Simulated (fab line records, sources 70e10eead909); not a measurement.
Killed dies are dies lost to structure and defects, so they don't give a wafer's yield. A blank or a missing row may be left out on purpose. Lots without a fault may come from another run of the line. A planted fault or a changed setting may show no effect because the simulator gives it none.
fab line records | flow nand_harc
record lots=5 wafers=15 last_day=24
route steps=1159 shown THIN_TSV@1119
lots that met no fault: from a run of the same line without faults
start_h: hours from the record's first day to the start of the lot's first wafer shown | wait_h: hours since the lot's step before | " the same as in the row above | L1.1+2: a row that stands for several wafers | - no value, or no start given | * or withheld: withheld | < > ~ a bound
route shown NAME@n: a module of which the file shows steps, and the number in the route of the first | usual: mean/standard deviation of fault-free wafers | same: alike in all rows | chamber/n: place in a boat | sites: the reading at each site | _std_site: their standard deviation | _edge_site: outer sites' mean less inner sites' | radius_mm: how far each site lies from the wafer's centre | mask NAME#n: copy n | behind: the tool/chamber that last shaped the wafer | hold: why the lot was held/for how many hours/how that ended | device: the transistor (n, p or np) that didn't switch | end of line: the same wafers' tests at the end of the route | a step without rows: its recipe alone | killed: dies lost to structure and defects at the first sort, not the wafer's yield | map: a wafer's dies, x killed, . not, _ none there
set.NAME: the setting as run; set.NAME@STEP: as run at that earlier step | model.NAME: the simulator's own value behind a step, which no gauge read
lots at some steps of the route; a table a step, a row a wafer
services: from which hour (start_h, from the record's first day; less than 0 if before it) a tool's chamber was out of use, for how many hours, and why
## steps
# step NHARC_THIN_TSV_ETCH_44
# recipe target_depth_a=15942 time_s=797.1 cf4_flow_sccm=150 o2_flow_sccm=10 ar_flow_sccm=0 rf_w=300 bias_w=800 chemistry=CF4/O2
# usual drypump_motor_current_A=5.7/0.44 oes_product_au=1.004/0.012 rf_vpp_V=794/4.9 showerhead_plenum_p_Torr=1.82/0.079 throttle_valve_pct=16.916/0.0089
# columns lot.wafer tool chamber start_h wait_h drypump_motor_current_A oes_product_au rf_hours_counter_h rf_vpp_V showerhead_plenum_p_Torr throttle_valve_pct
L076.1 rie_diel-02 3 442.51 0.1 4.8 1.007 8 800 1.92 16.901
L076.3 " 0 " " 5.5 1.002 9 798 1.87 16.906
L076.5 " 2 " " 5.6 0.996 - 798 1.91 16.906
L079.1 rie_diel-08 0 459.95 0.1 6.4 0.994 16 799 1.91 16.929
L079.6 " 0 " " 6.4 0.992 - 799 1.91 16.927
L079.5 " 1 " " 6.2 1.005 - 793 1.81 16.907
L083.2 rie_diel-13 0 501.12 0.1 5.9 0.987 1 787 1.72 16.914
L083.4 " 1 " " 5.8 0.982 0 799 1.90 16.910
L083.5 " 0 " " 5.9 0.981 - 787 1.72 16.905
L093.2 rie_diel-08 2 544.79 0.2 5.2 1.023 7 788 1.73 16.905
L093.4 " 3 " " 5.4 1.005 6 789 1.76 16.914
L093.3 " 1 " " 6.2 1.014 7 793 1.81 16.918
L097.3 rie_diel-13 2 555.85 0.1 6.1 1.014 5 787 1.71 16.930
L097.1 " 1 " " 5.8 0.982 6 799 1.90 16.917
L097.6 " 3 " " 5.9 1.001 - 797 1.87 16.923
# step NHARC_THIN_TSV_ETCH_15
# recipe target_depth_a=30000 bosch_target_overetch_cycles=2 bosch_etch_step_s=2.8 bosch_dep_step_s=1.2 bosch_cycles=14
# usual drypump_motor_current_A=5.7/0.38
# columns lot.wafer tool chamber start_h wait_h drypump_motor_current_A rf_hours_counter_h
L076.1 rie_si-04 3 443.04 - 5.6 1.6
L076.3 " 2 " " 5.4 1.5
L076.5 " 3 " " 5.6 -
L079.1 rie_si-03 0 460.55 - 5.4 1.1
L079.6 " 2 " " 6.2 -
L079.5 " 3 " " 5.8 -
L083.2 rie_si-03 0 501.68 - 5.3 1.5
L083.4 " 3 " " 5.8 1.6
L083.5 " 1 " " 5.2 -
L093.2 rie_si-04 1 545.37 - 6.0 0.7
L093.3 " 2 " " 5.4 0.8
L093.4 " 3 " " 5.6 0.8
L097.1 rie_si-03 2 556.44 - 6.2 0.3
L097.3 " 0 " " 5.4 0.3
L097.6 " 1 " " 5.2 -
# step NHARC_THIN_TSV_CD_MEAS_16
# usual cd_nm=1000.7/2.5
# columns lot.wafer tool chamber start_h wait_h cd_nm
L076.1 cd_sem-02 - 443.19 0.1 995.4
L076.3 " - " " 997.5
L076.5 " - " " 1002.6
L079.1 cd_sem-03 - 460.66 0.1 1000.0
L079.5 " - " " 1002.7
L079.6 " - " " 1000.4
L083.2 cd_sem-02 - 501.83 0.1 1004.6
L083.4 " - " " 1002.4
L083.5 " - " " 1003.0
L093.2 cd_sem-03 - 545.52 0.1 1000.4
L093.3 " - " " 998.8
L093.4 " - " " 1001.6
L097.1 cd_sem-01 - 556.57 0.1 998.7
L097.3 " - " " 1002.5
L097.6 " - " " 998.3
# step NHARC_THIN_TSV_STRIP_45
# recipe power_w=1500 temp_c=250 chemistry=O2
# usual drypump_motor_current_A=5.6/0.34 heater_power_w=314/19
# columns lot.wafer tool chamber start_h wait_h drypump_motor_current_A heater_power_w rf_hours_counter_h
L076.1 plasma_asher-02 1 443.31 0.1 5.6 298 24
L076.3 " 1 " " 5.6 298 -
L076.5 " 0 " " 5.3 319 -
L079.1 plasma_asher-02 0 460.92 0.3 5.2 309 31
L079.5 " 1 " " 5.7 286 -
L079.6 " 0 " " 5.3 312 -
L083.2 plasma_asher-01 1 501.91 0.1 6.1 299 13
L083.4 " 1 " " 6.1 300 -
L083.5 " 1 " " 6.1 301 -
L093.2 plasma_asher-01 1 546.94 1.4 6.1 301 34
L093.3 " 0 " " 5.4 340 -
L093.4 " 1 " " 6.1 303 -
L097.1 plasma_asher-02 0 556.64 0.1 5.3 309 3
L097.3 " 1 " " 5.7 296 -
L097.6 " 1 " " 5.7 301 -
# step NHARC_THIN_TSV_STRIP_46
# recipe time_s=1200 temp_c=72.5 chemistry=post_etch_residue_remover
# usual bath_heat_duty_pct=14.5/1.6
# columns lot.wafer tool chamber start_h wait_h bath_heat_duty_pct
L076.3 wet_bench-08 0 443.63 0.2 15.2
L076.1 " 2 " " 13.3
L076.5 " 4 " " 16.4
L079.5 wet_bench-10 3 461.22 0.1 17.2
L079.1 " 5 " " 14.5
L079.6 " 0 " " 12.9
L083.2 wet_bench-10 0 502.27 0.3 13.3
L083.5 " 2 " " 13.5
L083.4 " 4 " " 12.9
L093.3 wet_bench-08 2 547.24 0.2 12.5
L093.4 " 3 " " 15.5
L093.2 " 5 " " 14.1
L097.6 wet_bench-10 6 556.99 0.1 16.0
L097.1 " 7 " " 13.2
L097.3 " 0 " " 13.1
# step NHARC_THIN_TSV_DEP_47
# recipe target_thk_a=2000 temp_c=withheld pressure_torr=6.5 rf_w=900 teos_flow_sccm=161.4 flow_sccm=2650 target_thk_nm=200 gas=O2 material=SiO2
# usual mfc_precursor_sccm=161.4/0.49 throttle_valve_pct=16.0/0.54
# columns lot.wafer tool chamber start_h wait_h mfc_precursor_sccm since_wet_clean_h throttle_valve_pct
L076.1 pecvd-01 0 444.17 - 160.8 13 16.2
L076.3 " 1 " " 161.3 13 15.3
L076.5 " 0 " " 160.6 - 16.3
L079.1 pecvd-01 2 461.69 - 161.7 31 16.8
L079.5 " 2 " " 162.0 - 16.4
L079.6 " 0 " " 160.8 - 16.3
L083.2 pecvd-04 2 502.75 - 161.0 113 15.6
L083.4 " 1 " " 161.6 - 15.9
L083.5 " 0 " " 161.0 - 14.9
L093.2 pecvd-02 0 547.69 - 161.2 20 16.6
L093.3 " 1 " " 160.9 20 15.7
L093.4 " 1 " " 160.7 - 15.8
L097.1 pecvd-01 0 557.51 - 160.9 126 16.2
L097.3 " 0 " " 161.5 - 16.4
L097.6 " 1 " " 161.8 - 15.9
# step NHARC_THIN_TSV_ETCHBACK_48
# recipe target_depth_a=10285 over_etch_frac=0.3 time_s=405.17 ion_energy_ev=250 c4f8_flow_sccm=withheld ar_flow_sccm=withheld rf_w=600 bias_w=300 chemistry=C4F8/Ar
# usual oes_product_au=0.96/0.034 rf_vpp_V=547/3.4
# columns lot.wafer tool chamber start_h wait_h oes_product_au rf_hours_counter_h rf_vpp_V
L076.3 rie_diel-13 0 444.61 - 0.92 11 542
L076.1 " 2 " " 0.94 9 542
L076.5 " 0 " " 0.93 - 543
L079.1 rie_diel-02 3 462.08 - 1.00 9 550
L079.6 " 3 " " 1.01 - 550
L079.5 " 0 " " 1.00 - 548
L083.2 rie_diel-13 2 503.11 - 1.00 1 541
L083.4 " 0 " " 0.95 1 543
L083.5 " 3 " " 0.98 - 549
L093.3 rie_diel-02 3 548.08 - 1.01 2 549
L093.2 " 2 " " 1.00 2 551
L093.4 " 1 " " 1.02 - 547
L097.3 rie_diel-02 2 558.03 0.3 0.93 3 550
L097.1 " 3 " " 0.92 3 550
L097.6 " 3 " " 0.93 - 550
# step NHARC_THIN_TSV_STRIP_62
# recipe power_w=1500 temp_c=250 time_s=20 chemistry=N2/H2
# usual drypump_motor_current_A=5.6/0.34 heater_power_w=314/18
# columns lot.wafer tool chamber start_h wait_h drypump_motor_current_A heater_power_w rf_hours_counter_h
L076.1 plasma_asher-01 0 445.45 - 5.4 346 56
L076.3 " 1 " " 6.2 307 -
L076.5 " 0 " " 5.4 339 -
L079.1 plasma_asher-02 0 462.46 - 5.3 314 33
L079.6 " 0 " " 5.3 315 -
L079.5 " 1 " " 5.6 291 -
L083.2 plasma_asher-02 1 503.57 - 5.6 290 46
L083.4 " 0 " " 5.2 319 -
L083.5 " 1 " " 5.6 290 -
L093.2 plasma_asher-01 0 548.52 - 5.3 341 35
L093.3 " 0 " " 5.4 342 -
L093.4 " 1 " " 6.1 299 -
L097.1 plasma_asher-01 0 558.43 - 5.4 342 37
L097.3 " 0 " " 5.4 344 -
L097.6 " 0 " " 5.4 347 -
# step NHARC_THIN_TSV_DEGAS_49
# recipe temp_c=300 time_s=120
# usual heater_power_w=454/30
# columns lot.wafer tool chamber start_h wait_h heater_power_w
L076.1 pvd_sputter-03 - 445.62 0.1 548
L076.3 " - " " 435
L076.5 " - " " 431
L079.1 pvd_sputter-01 - 462.66 0.2 421
L079.5 " - " " 405
L079.6 " - " " 467
L083.4 pvd_sputter-02 - 503.75 0.1 474
L083.2 " - " " 465
L083.5 " - " " 454
L093.4 pvd_sputter-02 - 548.70 0.1 458
L093.3 " - " " 462
L093.2 " - " " 464
L097.1 pvd_sputter-02 - 558.58 0.1 484
L097.3 " - " " 460
L097.6 " - " " 464
# step NHARC_THIN_TSV_PRE_CLEAN_50
# recipe time_s=30 temp_c=280 gas=H2/He
# usual heater_power_w=401/26
# columns lot.wafer tool chamber start_h wait_h heater_power_w
L076.3 pvd_sputter-03 - - - 382
L076.1 " - " " 488
L076.5 " - " " 387
L079.1 pvd_sputter-01 - - - 416
L079.6 " - " " 409
L079.5 " - " " 384
L083.2 pvd_sputter-02 - - - 415
L083.4 " - " " 401
L083.5 " - " " 411
L093.4 pvd_sputter-02 - - - 410
L093.2 " - " " 405
L093.3 " - " " 398
L097.3 pvd_sputter-02 - - - 393
L097.1 " - " " 412
L097.6 " - " " 403
# step NHARC_THIN_TSV_PVD_19
# recipe target_thk_a=200 chamber_pressure_pa=5 material=TaN
# usual throttle_valve_pct=29.6/1.4
# columns lot.wafer tool chamber start_h wait_h throttle_valve_pct
L076.3 pvd_sputter-03 - - - 30.9
L076.1 " - " " 28.4
L076.5 " - " " 29.9
L079.1 pvd_sputter-01 - - - 29.4
L079.5 " - " " 27.9
L079.6 " - " " 29.8
L083.4 pvd_sputter-02 - - - 29.6
L083.2 " - " " 29.7
L083.5 " - " " 27.7
L093.4 pvd_sputter-02 - - - 27.7
L093.2 " - " " 29.7
L093.3 " - " " 32.1
L097.1 pvd_sputter-02 - - - 27.6
L097.3 " - " " 31.9
L097.6 " - " " 27.6
# step NHARC_THIN_TSV_PVD_51
# recipe target_thk_a=1000 chamber_pressure_pa=5 material=Cu
# usual throttle_valve_pct=29.6/1.3
# columns lot.wafer tool chamber start_h wait_h throttle_valve_pct
L076.1 pvd_sputter-03 - - - 30.5
L076.3 " - " " 29.8
L076.5 " - " " 30.4
L079.1 pvd_sputter-01 - - - 27.9
L079.5 " - " " 28.2
L079.6 " - " " 30.0
L083.4 pvd_sputter-02 - - - 29.6
L083.2 " - " " 27.8
L083.5 " - " " 29.7
L093.3 pvd_sputter-02 - - - 32.1
L093.2 " - " " 27.7
L093.4 " - " " 29.6
L097.1 pvd_sputter-02 - - - 32.1
L097.3 " - " " 27.8
L097.6 " - " " 27.5
# step NHARC_THIN_TSV_ECD_20
# recipe target_thk_a=20000 material=Cu
# columns lot.wafer tool chamber start_h wait_h
L076.1+3+5 ecd_cu-02 0,0,1 446.18 -
L079.1+5+6 ecd_cu-02 0,0,1 463.15 -
L083.2+4+5 ecd_cu-02 1 504.19 -
L093.2+4+3 ecd_cu-02 1,0,1 549.26 -
L097.1+3+6 ecd_cu-02 1 559.14 -
# step NHARC_THIN_TSV_ANNEAL_52
# recipe temp_c=225 time_s=90
# usual wafer_temp_C_max=226.3/0.31
# columns lot.wafer tool chamber start_h wait_h wafer_temp_C_max
L076.1 rtp_anneal-02 0 446.86 0.6 226.3
L076.3 " 0 " " 226.3
L076.5 " 0 " " 226.1
L079.1 rtp_anneal-01 0 463.88 0.6 226.1
L079.5 " 0 " " 226.1
L079.6 " 0 " " 226.4
L083.2 rtp_anneal-02 0 504.97 0.7 226.1
L083.4 " 0 " " 226.2
L083.5 " 0 " " 226.2
L093.2 rtp_anneal-01 0 549.94 0.6 226.2
L093.3 " 0 " " 226.2
L093.4 " 0 " " 226.3
L097.1 rtp_anneal-01 0 559.77 0.5 226.9
L097.3 " 0 " " 226.3
L097.6 " 0 " " 226.4
# step NHARC_THIN_TSV_CMP_21
# recipe t_overpolish_s=30 target_thk_nm=2000
# usual motor_current_A=12.4/1.2 overpolish_run_s=30.002/0.0086 retaining_ring_pressure_frac=1.000/0.0054
# columns lot.wafer tool chamber start_h wait_h motor_current_A overpolish_run_s retaining_ring_pressure_frac
L076.1 cmp-03 2 447.20 - 10.3 29.998 0.989
L076.3 " 1 " " 12.8 29.990 1.004
L076.5 " 3 " " 11.3 30.005 0.997
L079.1 cmp-04 1 464.28 - 13.5 29.996 0.997
L079.5 " 3 " " 13.9 29.996 0.995
L079.6 " 0 " " 13.7 29.990 1.006
L083.4 cmp-04 3 505.33 - 14.1 30.001 1.000
L083.2 " 0 " " 12.2 29.996 0.996
L083.5 " 2 " " 12.7 29.995 1.003
L093.2 cmp-04 2 550.24 - 12.8 30.025 0.995
L093.3 " 3 " " 14.0 30.003 1.006
L093.4 " 0 " " 13.0 29.995 0.998
L097.1 cmp-02 3 560.17 - 9.7 29.990 0.998
L097.3 " 1 " " 13.9 30.002 0.999
L097.6 " 3 " " 9.6 29.996 1.006
# step NHARC_THIN_TSV_SRD_23
# columns lot.wafer tool chamber start_h wait_h
L076.1+5+3 wet_bench-08 5,6,7 447.57 0.0
L079.5+6+1 wet_bench-10 0,1,2 464.60 0.0
L083.5+2+4 wet_bench-10 3,6,0 505.63 0.0
L093.3+4+2 wet_bench-10 4,7,0 550.60 0.0
L097.1+6+3 wet_bench-08 7,2,3 560.51 0.0
# step NHARC_THIN_TSV_DEGAS_53
# recipe temp_c=300 time_s=60
# usual heater_power_w=457/40
# columns lot.wafer tool chamber start_h wait_h heater_power_w
L076.1 pvd_sputter-01 - 447.66 0.1 463
L076.3 " - " " 411
L076.5 " - " " 476
L079.1 pvd_sputter-02 - 464.74 0.1 451
L079.5 " - " " 471
L079.6 " - " " 457
L083.2 pvd_sputter-02 - 505.72 0.1 463
L083.4 " - " " 470
L083.5 " - " " 456
L093.4 pvd_sputter-03 - 550.69 0.1 519
L093.2 " - " " 539
L093.3 " - " " 431
L097.1 pvd_sputter-02 - 560.60 0.1 468
L097.3 " - " " 448
L097.6 " - " " 451
# step NHARC_THIN_TSV_PRE_CLEAN_54
# recipe time_s=30 temp_c=280 gas=H2/He
# usual heater_power_w=402/36
# columns lot.wafer tool chamber start_h wait_h heater_power_w
L076.1 pvd_sputter-01 - 447.73 0.1 406
L076.3 " - " " 384
L076.5 " - " " 413
L079.1 pvd_sputter-02 - 464.88 0.1 411
L079.5 " - " " 413
L079.6 " - " " 413
L083.2 pvd_sputter-02 - 505.82 0.1 421
L083.4 " - " " 410
L083.5 " - " " 416
L093.2 pvd_sputter-03 - 550.77 0.0 376
L093.3 " - " " 473
L093.4 " - " " 371
L097.1 pvd_sputter-02 - 560.68 0.1 409
L097.3 " - " " 405
L097.6 " - " " 404
# step NHARC_THIN_TSV_PVD_55
# recipe target_thk_a=500 material=TiN
# columns lot.wafer tool chamber start_h wait_h
L076.3+1+5 pvd_sputter-01 - 447.81 0.1
L079.1+6+5 pvd_sputter-02 - 465.00 0.1
L083.2+4+5 pvd_sputter-02 - 505.92 0.1
L093.4+2+3 pvd_sputter-03 - 550.84 0.0
L097.3+1+6 pvd_sputter-02 - 560.79 0.1
# step NHARC_THIN_TSV_PVD_24
# recipe target_thk_a=8000 power_w=withheld chamber_pressure_pa=withheld substrate_temp_c=withheld time_s=withheld gas=Ar material=Al
# columns lot.wafer tool chamber start_h wait_h
L076.1+3+5 pvd_sputter-01 - 447.96 0.1
L079.1+6+5 pvd_sputter-02 - 465.15 0.1
L083.4+2+5 pvd_sputter-02 - 506.03 0.1
L093.2+3+4 pvd_sputter-03 - 550.99 0.1
L097.1+3+6 pvd_sputter-02 - 560.96 0.1
# step NHARC_THIN_TSV_DEHYDRATE_25
# recipe temp_c=150 time_s=120
# columns lot.wafer tool chamber start_h wait_h
L076.1+3+5 litho_track-02 0 448.37 -
L079.1+5+6 litho_track-07 0 465.56 -
L083.2+4+5 litho_track-03 0 506.44 -
L093.2+3+4 litho_track-07 0 551.40 -
L097.1+3+6 litho_track-02 0 561.31 -
# step NHARC_THIN_TSV_HMDS_26
# recipe time_s=30
# columns lot.wafer tool chamber start_h wait_h
L076.1+3+5 litho_track-02 0 - -
L079.1+5+6 litho_track-07 0 - -
L083.2+4+5 litho_track-03 0 - -
L093.2+3+4 litho_track-07 0 - -
L097.1+3+6 litho_track-02 0 - -
# step NHARC_THIN_TSV_COAT_27
# recipe spin_rpm=*
# columns lot.wafer tool chamber start_h wait_h
L076.1+3+5 litho_track-02 0 - -
L079.1+5+6 litho_track-07 0 - -
L083.2+4+5 litho_track-03 0 - -
L093.2+3+4 litho_track-07 0 - -
L097.1+3+6 litho_track-02 0 - -
# step NHARC_THIN_TSV_SOFTBAKE_28
# recipe temp_c=122 time_s=95
# columns lot.wafer tool chamber start_h wait_h
L076.1+3+5 litho_track-02 0 - -
L079.1+5+6 litho_track-07 0 - -
L083.2+4+5 litho_track-03 0 - -
L093.2+3+4 litho_track-07 0 - -
L097.1+3+6 litho_track-02 0 - -
# step NHARC_THIN_TSV_EBR_29
# columns lot.wafer tool chamber start_h wait_h
L076.1+3+5 litho_track-02 0 - -
L079.1+5+6 litho_track-07 0 - -
L083.2+4+5 litho_track-03 0 - -
L093.2+3+4 litho_track-07 0 - -
L097.1+3+6 litho_track-02 0 - -
# step NHARC_THIN_TSV_EXPOSE_30
# recipe na=0.55 dose_mj=11.47 mask_id=PAD
# columns lot.wafer tool chamber start_h wait_h mask
L076.1+3+5 krf_scanner-03 0 448.64 - PAD#0
L079.1+5+6 krf_scanner-03 0 465.83 - PAD#0
L083.2+4+5 krf_scanner-02 0 506.59 - PAD#0
L093.2+3+4 krf_scanner-03 0 551.55 - PAD#0
L097.1+3+6 krf_scanner-03 0 561.45 - PAD#0
# step NHARC_THIN_TSV_PEB_31
# recipe peb_temp_c=118 peb_time_s=85
# columns lot.wafer tool chamber start_h wait_h
L076.1+3+5 litho_track-03 0 448.71 0.1
L079.1+5+6 litho_track-02 0 465.90 0.1
L083.2+4+5 litho_track-03 0 506.65 0.1
L093.2+3+4 litho_track-03 0 551.62 0.1
L097.1+3+6 litho_track-02 0 561.52 0.1
# step NHARC_THIN_TSV_DEVELOP_32
# recipe time_s=70
# columns lot.wafer tool chamber start_h wait_h
L076.1+3+5 litho_track-03 0 - -
L079.1+5+6 litho_track-02 0 - -
L083.2+4+5 litho_track-03 0 - -
L093.2+3+4 litho_track-03 0 - -
L097.1+3+6 litho_track-02 0 - -
# step NHARC_THIN_TSV_CD_MEAS_33
# recipe target_cd_nm=5000 landing_energy_ev=500
# usual cd_nm=5001.6/1.9
# columns lot.wafer tool chamber start_h wait_h cd_nm
L076.1 cd_sem-02 0 448.80 - 5000.1
L076.3 " 0 " " 4998.5
L076.5 " 0 " " 4999.1
L079.1 cd_sem-03 0 465.99 - 5003.2
L079.5 " 0 " " 4999.2
L079.6 " 0 " " 5002.2
L083.2 cd_sem-03 0 506.75 - 5003.8
L083.4 " 0 " " 5000.7
L083.5 " 0 " " 5000.7
L093.2 cd_sem-02 0 551.71 - 4998.7
L093.3 " 0 " " 5002.3
L093.4 " 0 " " 4999.3
L097.1 cd_sem-02 0 561.61 - 4999.4
L097.3 " 0 " " 5003.5
L097.6 " 0 " " 4998.1
# step NHARC_THIN_TSV_HARDBAKE_34
# recipe temp_c=125 time_s=80
# columns lot.wafer tool chamber start_h wait_h
L076.1+3+5 litho_track-07 0 448.88 -
L079.1+5+6 litho_track-07 0 466.07 -
L083.2+4+5 litho_track-02 0 506.83 -
L093.2+3+4 litho_track-02 0 551.79 -
L097.1+3+6 litho_track-02 0 561.69 -
# step NHARC_THIN_TSV_DESCUM_35
# recipe time_s=3 o2_flow_sccm=200 ar_flow_sccm=0 bias_power_w=0 chemistry=O2
# usual drypump_motor_current_A=5.6/0.5 oes_product_au=1.006/0.01 rf_vpp_V=57.8/0.82 showerhead_plenum_p_Torr=1.92/0.082 throttle_valve_pct=11.310/0.0096
# columns lot.wafer tool chamber start_h wait_h drypump_motor_current_A oes_product_au rf_hours_counter_h rf_vpp_V showerhead_plenum_p_Torr throttle_valve_pct
L076.3 rie_diel-02 0 448.99 - 5.5 0.988 9 57.9 1.95 11.315
L076.1 " 1 " " 5.7 0.999 9 58.3 1.95 11.321
L076.5 " 2 " " 5.6 0.984 - 58.2 2.01 11.305
L079.1 rie_diel-02 0 466.17 - 5.5 1.013 11 58.9 1.95 11.325
L079.5 " 3 " " 4.8 1.019 - 58.6 2.01 11.313
L079.6 " 0 " " 5.5 1.002 - 58.2 1.95 11.321
L083.2 rie_diel-08 2 506.93 - 5.2 1.004 2 57.7 1.80 11.303
L083.4 " 3 " " 5.4 1.001 1 56.6 1.83 11.315
L083.5 " 1 " " 6.2 1.008 - 56.7 1.89 11.318
L093.2 rie_diel-02 2 551.87 - 5.6 0.997 3 58.4 2.00 11.310
L093.3 " 3 " " 4.8 1.005 3 57.5 2.01 11.323
L093.4 " 3 " " 4.8 1.013 - 56.7 2.01 11.322
L097.3 rie_diel-08 2 561.77 - 5.2 1.011 9 58.4 1.80 11.305
L097.1 " 0 " " 6.4 1.032 8 57.1 2.00 11.306
L097.6 " 2 " " 5.2 1.019 - 58.0 1.80 11.298
# step NHARC_THIN_TSV_ETCH_59
# recipe target_depth_a=8800 icp_w=900 bias_w=100 Cl2_flow_sccm=60 bcl3_flow_sccm=30 time_s=138.1 chemistry=Cl2/BCl3
# usual drypump_motor_current_A=5.99/0.3 oes_product_au=0.999/0.011 throttle_valve_pct=22.264/0.0087
# columns lot.wafer tool chamber start_h wait_h drypump_motor_current_A oes_product_au rf_hours_counter_h throttle_valve_pct
L076.1 rie_metal-02 0 449.12 0.1 5.65 0.985 1.7 22.273
L076.3 " 1 " " 5.74 1.011 - 22.255
L076.5 " 1 " " 5.73 1.020 - 22.260
L079.1 rie_metal-02 0 466.32 0.1 5.66 0.978 2.1 22.260
L079.6 " 1 " " 5.71 0.992 - 22.263
L079.5 " 0 " " 5.64 0.991 - 22.256
L083.2 rie_metal-03 1 507.03 0.1 6.15 1.010 1.1 22.261
L083.4 " 0 " " 5.91 1.002 - 22.262
L083.5 " 0 " " 5.91 1.009 - 22.282
L093.2 rie_metal-02 1 552.05 0.2 5.71 0.992 4.6 22.259
L093.3 " 0 " " 5.64 0.980 - 22.255
L093.4 " 1 " " 5.71 0.988 - 22.261
L097.1 rie_metal-01 1 561.90 0.1 5.96 1.011 1.3 22.261
L097.3 " 1 " " 5.96 1.009 - 22.262
L097.6 " 1 " " 5.95 1.007 - 22.253
# step NHARC_THIN_TSV_ETCH_36
# recipe target_depth_a=650 over_etch_frac=0.3 time_s=18.571 ion_energy_ev=150 chemistry=Cl2/BCl3
# usual drypump_motor_current_A=5.99/0.3 oes_product_au=1.000/0.01
# columns lot.wafer tool chamber start_h wait_h drypump_motor_current_A oes_product_au rf_hours_counter_h
L076.1 rie_metal-02 1 449.35 0.2 5.73 1.005 1.7
L076.3 " 1 " " 5.74 1.012 -
L076.5 " 1 " " 5.72 1.012 -
L079.1 rie_metal-02 1 466.54 0.2 5.71 1.009 2.1
L079.6 " 0 " " 5.64 0.989 -
L079.5 " 1 " " 5.71 1.006 -
L083.2 rie_metal-03 0 507.29 0.2 5.92 1.007 1.3
L083.4 " 1 " " 6.15 1.001 -
L083.5 " 1 " " 6.18 1.007 -
L093.2 rie_metal-02 0 552.27 0.2 5.62 0.991 4.9
L093.4 " 0 " " 5.63 0.984 -
L093.3 " 1 " " 5.75 0.992 -
L097.1 rie_metal-01 1 562.16 0.2 5.93 1.006 1.4
L097.3 " 1 " " 5.98 1.011 -
L097.6 " 0 " " 6.50 0.980 -
# step NHARC_THIN_TSV_STRIP_56
# recipe power_w=1500 temp_c=250 chemistry=O2
# usual drypump_motor_current_A=5.6/0.35 heater_power_w=317/20
# columns lot.wafer tool chamber start_h wait_h drypump_motor_current_A heater_power_w rf_hours_counter_h
L076.1 plasma_asher-01 1 449.51 0.2 6.1 323 57
L076.3 " 1 " " 6.1 319 -
L076.5 " 0 " " 5.4 352 -
L079.1 plasma_asher-01 0 466.76 0.2 5.3 335 2
L079.6 " 1 " " 6.1 302 -
L079.5 " 0 " " 5.4 339 -
L083.2 plasma_asher-01 1 507.63 0.3 6.1 297 16
L083.4 " 0 " " 5.3 344 -
L083.5 " 1 " " 6.1 302 -
L093.2 plasma_asher-01 1 552.37 0.1 6.1 300 36
L093.3 " 1 " " 6.1 291 -
L093.4 " 0 " " 5.4 350 -
L097.1 plasma_asher-01 0 562.26 0.1 5.4 337 39
L097.3 " 1 " " 6.1 296 -
L097.6 " 1 " " 6.1 295 -
# step NHARC_THIN_TSV_STRIP_57
# recipe time_s=1200 temp_c=72.5 chemistry=post_etch_residue_remover
# usual bath_heat_duty_pct=14.4/1.6
# columns lot.wafer tool chamber start_h wait_h bath_heat_duty_pct
L076.5 wet_bench-10 5 449.84 0.1 14.5
L076.1 " 6 " " 15.9
L076.3 " 7 " " 11.7
L079.5 wet_bench-08 4 467.06 0.1 17.2
L079.6 " 7 " " 14.0
L079.1 " 1 " " 15.1
L083.2 wet_bench-08 7 507.95 0.3 14.8
L083.5 " 0 " " 14.0
L083.4 " 2 " " 12.0
L093.4 wet_bench-08 0 552.74 0.2 14.5
L093.3 " 1 " " 14.9
L093.2 " 2 " " 13.7
L097.1 wet_bench-10 7 562.60 0.3 12.7
L097.3 " 2 " " 14.9
L097.6 " 4 " " 14.4
# step NHARC_THIN_TSV_CD_MEAS_37
# usual cd_nm=5002/3.6
# columns lot.wafer tool chamber start_h wait_h cd_nm
L076.1 cd_sem-01 - 450.26 - 4994
L076.3 " - " " 4996
L076.5 " - " " 5000
L079.1 cd_sem-03 - 467.51 - 5003
L079.5 " - " " 5000
L079.6 " - " " 5003
L083.2 cd_sem-02 - 508.38 - 5009
L083.4 " - " " 5004
L083.5 " - " " 5005
L093.2 cd_sem-02 - 553.17 - 4998
L093.3 " - " " 5002
L093.4 " - " " 5000
L097.1 cd_sem-02 - 563.05 - 4999
L097.3 " - " " 5005
L097.6 " - " " 4997
# step NHARC_THIN_TSV_ANNEAL_58
# recipe temp_c=400 time_s=1800
# usual spike_tc_top_C=428.5/1.7
# columns lot.wafer tool chamber start_h wait_h spike_tc_top_C
L076.1 furnace-08 0 453.25 3.0 429.3
L076.3 " 0 " " 431.1
L076.5 " 0 " " 429.8
L079.1 furnace-03 0 469.62 2.1 427.2
L079.5 " 0 " " 427.3
L079.6 " 0 " " 427.5
L083.2 furnace-08 0 511.53 3.1 427.9
L083.4 " 0 " " 428.5
L083.5 " 0 " " 427.6
L093.2 furnace-03 0 553.60 0.4 428.0
L093.3 " 0 " " 430.0
L093.4 " 0 " " 426.6
L097.1 furnace-06 0 566.05 3.0 431.8
L097.3 " 0 " " 431.4
L097.6 " 0 " " 430.4
# step NHARC_THIN_TSV_INSPECT_40
# usual raw_defect_count=465/92
# columns lot.wafer tool chamber start_h wait_h raw_defect_count
L076.1 defect_inspect-02 - 454.67 0.4 468
L076.3 " - " " 481
L076.5 " - " " 532
L079.1 defect_inspect-01 - 471.07 0.4 541
L079.5 " - " " 452
L079.6 " - " " 512
L083.2 defect_inspect-01 - 512.94 0.4 492
L083.4 " - " " 413
L083.5 " - " " 462
L093.2 defect_inspect-01 - 555.05 0.4 539
L093.3 " - " " 515
L093.4 " - " " 530
L097.1 defect_inspect-02 - 567.48 0.4 469
L097.3 " - " " 487
L097.6 " - " " 594
## services
# columns tool chamber start_h hours kind
wet_bench-10 - 423.20 8.0 pm
rie_metal-02 1 434.13 1.1 repair
plasma_asher-01 - 453.00 9.0 pm
wet_bench-08 - 455.16 6.8 repair
pvd_sputter-03 - 458.00 10.0 pm
krf_scanner-03 - 469.44 0.3 repair
rie_diel-08 3 471.99 20.8 repair
rie_diel-13 2 472.10 4.7 repair
krf_scanner-03 - 476.63 0.6 repair
pvd_sputter-02 - 478.67 1.3 repair
rie_diel-13 - 480.02 9.0 pm
rie_diel-02 - 484.34 0.2 repair
rie_diel-08 - 486.27 9.0 pm
rie_diel-02 - 504.70 9.0 pm
krf_scanner-03 - 512.00 4.0 pm
pvd_sputter-01 - 514.00 10.0 pm
litho_track-02 - 515.00 7.0 pm
rie_diel-02 0 527.82 34.6 repair
ecd_cu-02 - 532.09 8.0 pm
plasma_asher-02 - 537.56 9.0 pm
litho_track-07 - 539.00 7.0 pm
pvd_sputter-02 - 551.19 6.5 repair
litho_track-03 - 563.00 7.0 pm
rie_metal-02 - 565.00 9.0 pm
## key
fault none
